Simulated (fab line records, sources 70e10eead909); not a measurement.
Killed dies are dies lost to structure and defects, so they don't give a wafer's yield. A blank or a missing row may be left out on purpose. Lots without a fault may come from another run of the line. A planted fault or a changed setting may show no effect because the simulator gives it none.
Which tool did it? | flow nand_harc | 24 lots, 72 wafers sampled, at 2 steps of a route of 1302

WHAT THE GAUGES READ, wafer by wafer
NHARC_A_CONTACT_CD_MEAS_42: target cd 300 nm. Usual: cd_nm 300.3 nm, standard deviation 0.54.
lot  | measured     | on        | cd_nm (nm)        | flag
L074 | day 22 06:38 | cd_sem-01 | 300.8 299.5 300.5 |
L077 | day 22 18:13 | cd_sem-02 | 301.8 301.9 301.2 |
L076 | day 22 21:59 | cd_sem-02 | 300.8 300.2 300.4 |
L075 | day 22 22:22 | cd_sem-01 | 300.5 300.2 300.5 |
L079 | day 23 07:41 | cd_sem-01 | 300.7 300.1 299.7 |
L078 | day 23 22:41 | cd_sem-03 | 301.3 300.4 299.9 |
L080 | day 23 22:50 | cd_sem-02 | 301.5 300.8 300.6 |
L082 | day 24 23:23 | cd_sem-01 | 300.8 300.8 300.5 |
L081 | day 25 04:02 | cd_sem-01 | 300.5 300.4 300.3 |
L084 | day 25 19:58 | cd_sem-03 | 300.4 300.0 299.9 |
L083 | day 25 20:08 | cd_sem-01 | 300.1 299.6 300.5 |
L085 | day 26 11:38 | cd_sem-03 | 300.6 300.2 301.4 |
L086 | day 27 04:41 | cd_sem-03 | 300.5 299.8 299.8 |
L087 | day 27 11:52 | cd_sem-03 | 299.9 299.7 301.0 |
L089 | day 27 21:32 | cd_sem-01 | 299.8 300.9 300.5 |
L088 | day 27 22:07 | cd_sem-01 | 300.8 300.1 300.8 |
L090 | day 28 14:54 | cd_sem-01 | 299.7 299.4 300.4 |
L093 | day 29 06:37 | cd_sem-01 | 299.9 300.0 300.4 |
L091 | day 29 07:26 | cd_sem-01 | 299.5 299.6 299.6 |
L094 | day 29 16:32 | cd_sem-03 | 300.5 300.8 299.7 |
L092 | day 29 16:10 | cd_sem-03 | 300.1 301.0 300.8 |
L095 | day 30 10:13 | cd_sem-01 | 299.9 299.5 299.3 |
L097 | day 31 07:45 | cd_sem-01 | 300.9 300.1 300.1 |
L096 | day 31 03:31 | cd_sem-02 | 298.8 300.0 299.8 |

WHICH TOOL RAN EACH LOT (tool, then ch and the chambers of the sampled wafers, then the start)
lot  | NHARC_A_WL_FILL_ETCHBACK_05
L074 | rie_metal-03 ch 0, day 21 09:19
L077 | rie_metal-03 ch 0, day 21 17:23
L076 | rie_metal-02 ch 0,1, day 21 20:25
L075 | rie_metal-02 ch 0,1, day 21 22:50
L079 | rie_metal-03 ch 0,1, day 22 02:07
L078 | rie_metal-01 ch 0,1, day 22 19:56
L080 | rie_metal-02 ch 0,1, day 22 19:57
L082 | rie_metal-02 ch 1, day 23 21:50
L081 | rie_metal-03 ch 0,1, day 24 03:26
L084 | rie_metal-02 ch 0,1, day 24 18:53
L083 | rie_metal-03 ch 0,1, day 24 18:56
L085 | rie_metal-03 ch 0,1, day 25 07:04
L086 | rie_metal-01 ch 1, day 26 04:18
L087 | rie_metal-03 ch 0,1, day 26 09:29
L089 | rie_metal-02 ch 0,1, day 26 20:10
L088 | rie_metal-03 ch 0,1, day 26 20:20
L090 | rie_metal-03 ch 0,1, day 27 13:44
L093 | rie_metal-03 ch 0,1, day 28 07:14
L091 | rie_metal-02 ch 0,1, day 28 07:37
L094 | rie_metal-03 ch 0,1, day 28 12:38
L092 | rie_metal-01 ch 0,1, day 28 17:14
L095 | rie_metal-01 ch 0,1, day 29 11:24
L097 | rie_metal-01 ch 0, day 30 02:44
L096 | rie_metal-02 ch 0,1, day 30 03:05
- NHARC_A_WL_FILL_ETCHBACK_05: etches the open film in Cl2/BCl3, target depth 22 nm, time 60 s.

WHAT THE TOOLS THEMSELVES READ (means of the sampled wafers that have a number; where no wafer has one, the mark that the record gives instead)
NHARC_A_WL_FILL_ETCHBACK_05. Usual: drypump_motor_current_A 5.9 A, standard deviation 0.57; oes_product_au 0.993 a.u., standard deviation 0.011.
lot  | tool         | drypump_motor_current_A (A) | oes_product_au (a.u.) | flag
L074 | rie_metal-03 | 6.6                         | 0.980                 |
L077 | rie_metal-03 | 6.5                         | 0.989                 |
L076 | rie_metal-02 | 6.1                         | 0.988                 |
L075 | rie_metal-02 | 6.2                         | 0.984                 |
L079 | rie_metal-03 | 6.2                         | 0.985                 |
L078 | rie_metal-01 | 5.3                         | 0.999                 |
L080 | rie_metal-02 | 6.2                         | 0.994                 |
L082 | rie_metal-02 | 6.3                         | 0.983                 |
L081 | rie_metal-03 | 6.2                         | 0.992                 |
L084 | rie_metal-02 | 6.1                         | 0.995                 |
L083 | rie_metal-03 | 5.7                         | 0.994                 |
L085 | rie_metal-03 | 5.7                         | 0.999                 |
L086 | rie_metal-01 | 4.9                         | 1.000                 |
L087 | rie_metal-03 | 6.2                         | 0.988                 |
L089 | rie_metal-02 | 6.1                         | 0.990                 |
L088 | rie_metal-03 | 6.2                         | 0.993                 |
L090 | rie_metal-03 | 6.2                         | 0.986                 |
L093 | rie_metal-03 | 6.2                         | 0.981                 |
L091 | rie_metal-02 | 6.2                         | 0.993                 |
L094 | rie_metal-03 | 5.7                         | 0.987                 |
L092 | rie_metal-01 | 5.2                         | 1.012                 |
L095 | rie_metal-01 | 5.3                         | 1.009                 |
L097 | rie_metal-01 | 5.4                         | 1.010                 |
L096 | rie_metal-02 | 6.2                         | 0.989                 |

THE ANSWER, worked out from the rows above alone
Rule: a lot is off if the mean of its wafers that have a number lies more than 3 standard deviations from the usual mean. A lot without any number at a reading at which 4 lots or more have one is off too. The other lots that the step has rows for count as sound. The gauges are gone through in route order, then the tools' own readings, and for those a lot's mean is taken as printed above. The first step at which some lot is off is used, and at that step the reading that is off furthest; a lot without a number counts as furthest.
No lot is off at any reading shown: from this, nothing can be told.

WHAT THE SIMULATOR HAD PUT IN
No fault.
